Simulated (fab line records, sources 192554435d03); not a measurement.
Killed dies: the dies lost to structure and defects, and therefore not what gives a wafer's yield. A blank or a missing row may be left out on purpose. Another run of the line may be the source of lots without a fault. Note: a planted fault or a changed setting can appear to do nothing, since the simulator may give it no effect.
Chamber matching ; flow n5_finfet ; N5_FIN_SAQP_SPACER1_ETCHBACK_25 on rie_diel-01 has 3 sister chambers
The step etches SiO2 in CHF3/O2, target depth 24.4 nm, time 12.2 s. 3 wafers are shown with their chamber, then 5 later ones without.

## EACH WAFER AND ITS CHAMBER
wafer;chamber;rf_vpp_V (V)
L089.4;1;535
L093.3;2;525
L093.5;0;514

## WAFERS WHOSE CHAMBER IS MISSING
wafer;rf_vpp_V (V)
L095.1;534
L095.4;515
L095.6;513
L097.3;524
L097.6;514

## WHICH CHAMBER EACH ONE RAN IN
wafer;from the rows above;in truth
L095.1;1;1
L095.4;0;0
L095.6;0;0
L097.3;2;2
L097.6;0;0
Correct placement for 5 of the 5. Number that these rows cannot place: 0. Number placed wrongly: 0.
How it was worked out, from the rows above alone: a wafer's distance from a chamber is the root of the sum, over the readings, of the square of ((its reading less the chamber's mean) divided by the reading's scatter). The wafer belongs to the nearest chamber; if the next one is less than 2 further off, it can't be placed. Each chamber's mean is taken over the wafers shown for it. The scatter: with one shown wafer a chamber, the root of the mean of the squares of how far each hidden wafer lies from its nearest shown one.
